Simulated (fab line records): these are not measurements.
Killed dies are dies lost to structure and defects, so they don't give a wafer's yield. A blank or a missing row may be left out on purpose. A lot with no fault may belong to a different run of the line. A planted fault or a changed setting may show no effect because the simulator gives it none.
Comparing a struck lot with a sound one | flow n5 finfet | 16 steps out of a route of 1938
Sound: wafers L954.2, L954.4, L954.5. Struck: wafer L965.5 (L965.2, L965.3, from the same lot, were not struck and are left out); the cause is given at the end.
For every step that has rows: the tool of each side, followed by ch and its chambers, followed by its first start. Under that, the readings that differ: sound wafers | struck wafers | difference of the means | sigmas: that difference in standard deviations of wafers without a fault.
alike: words and numbers the same on both sides, and readings whose means are apart by under 2 such deviations; not compared: readings that were withheld, readings missing a value for some wafer, numbers with overlapping values and no deviation given by the record, and bounds like >300 which may hide the same value.
The two part at a step that has a row with sigmas, a row that says differs or no value, or rows on one side only. When numbers do not overlap yet have no deviation, they are printed without sigmas and do not part them. Lack of a reading on every wafer of one side parts them only where that side has two or more wafers.

first, 7 steps without rows for these wafers: N5_BEOL_M2_COAT_76 (time 60 s, resist thk 5 nm); N5_BEOL_M2_COAT_22 (resist thk 30 nm); N5_BEOL_M2_EBR_24; N5_BEOL_M2_SOFTBAKE_23 (time 60 s); N5_BEOL_M2_EXPOSE_25 (exposes mask V1, defocus 5 nm); N5_BEOL_M2_PEB_26 (peb time 60 s); N5_BEOL_M2_DEVELOP_27 (develop time 30 s).
N5_BEOL_M2_CD_MEAS_28: target cd 26.2 nm, target cd y 24.1 nm.
  sound on cd sem-02 ch 0, day 7 09:16; struck on cd sem-03 ch 0, day 10 04:25
  alike: cd nm
N5_BEOL_M2_OVL_MEAS_29:
  sound on overlay-02 ch 0, day 7 09:17; struck on overlay-02 ch 0, day 10 04:27
  reading     | sound         | struck | difference | sigmas
  V1_OVL (nm) | -0.8 -0.5 0.0 | -2.2   | -1.8       | -2
N5_BEOL_M2_INSPECT_30: inspects for defects (brightfield).
  sound: defect inspect-01 at day 7 09:21; struck: defect inspect-02 at day 10 04:30
  reading          | sound       | struck | difference | sigmas
  raw defect count | 407 269 306 | 535    | +208       | +2
N5_BEOL_M2_DESCUM_33: chemistry O2, time 7 s.
  sound on rie diel-06 ch 1,2,3, day 7 09:23; struck on rie diel-06 ch 2, day 10 04:33
  alike: bias power w, drypump motor current A, oes product au, rf vpp V, showerhead plenum p Torr, throttle valve pct
  not compared: rf hours counter h
N5_BEOL_M2_ETCH_77: etches underlayer in N2/H2, target depth 6.5 nm, time 5.2 s.
  sound on rie diel-06 ch 1,2,3, day 7 09:25; struck on rie diel-06 ch 2, day 10 04:35
  alike: drypump motor current A, etch rf on time s, oes product au, rf vpp V, showerhead plenum p Torr, throttle valve pct
  not compared: rf hours counter h
N5_BEOL_M2_ETCH_69: etches SiARC in CF4, target depth 15.6 nm, time 26 s.
  sound on rie diel-06 ch 1,2,3, day 7 09:26; struck on rie diel-06 ch 2, day 10 04:36
  reading               | sound          | struck | difference | sigmas
  etch rf on time s (s) | 26.4 25.5 26.3 | 16.6   | -9.5       | -21
  alike: drypump motor current A, oes product au, rf vpp V, showerhead plenum p Torr, throttle valve pct
  not compared: rf hours counter h
N5_BEOL_M2_ALD_98: deposits SiO2, target thk 2.5 nm, pulse time 1 s, co reactant pulse time 1 s.
  sound on ald sin-04 ch 0,1,2, day 7 09:31; struck on ald sin-01 ch 3, day 10 04:41
  alike: chamber pressure Torr, heater power outer w, heater power w, precursor pulse height rel, susceptor temp C
  not compared: since wet clean h
N5_BEOL_M4_RC_MEAS_101:
  sound on prober-02 ch 0, day 9 02:28; struck on prober-01 ch 0, day 11 12:13
  reading        | sound             | struck | difference | sigmas
  IOFF_N (nA/um) | 0.160 0.129 0.116 | 0.183  | +0.048     | +2
  IOFF_P (nA/um) | 0.201 0.169 0.159 | 0.241  | +0.065     | +2
  ION_P (uA/um)  | 460 452 453       | 472    | +17        | +2
  VT_N (mV)      | 251.1 255.2 257.5 | 245.7  | -8.9       | -3
  alike: DIBL_N, DIBL_P, ION_N, SS_N, SS_P, VT_P
-- here the record skips 4 days between the struck wafers' starts before and after, leaving off in module BEOL_M4 and picking up in module PASSIVATION (first step shown: number 1936 of the route) --
N5_PASSIVATION_PROBE_49:
  only the struck wafers here have rows in the record (prober-01, day 15 21:41); the sound ones have none

## WHERE THEY PART
Earliest at N5_BEOL_M2_OVL_MEAS_29; latest, in this record, at N5_PASSIVATION_PROBE_49.

WHY: whatever the simulator had introduced
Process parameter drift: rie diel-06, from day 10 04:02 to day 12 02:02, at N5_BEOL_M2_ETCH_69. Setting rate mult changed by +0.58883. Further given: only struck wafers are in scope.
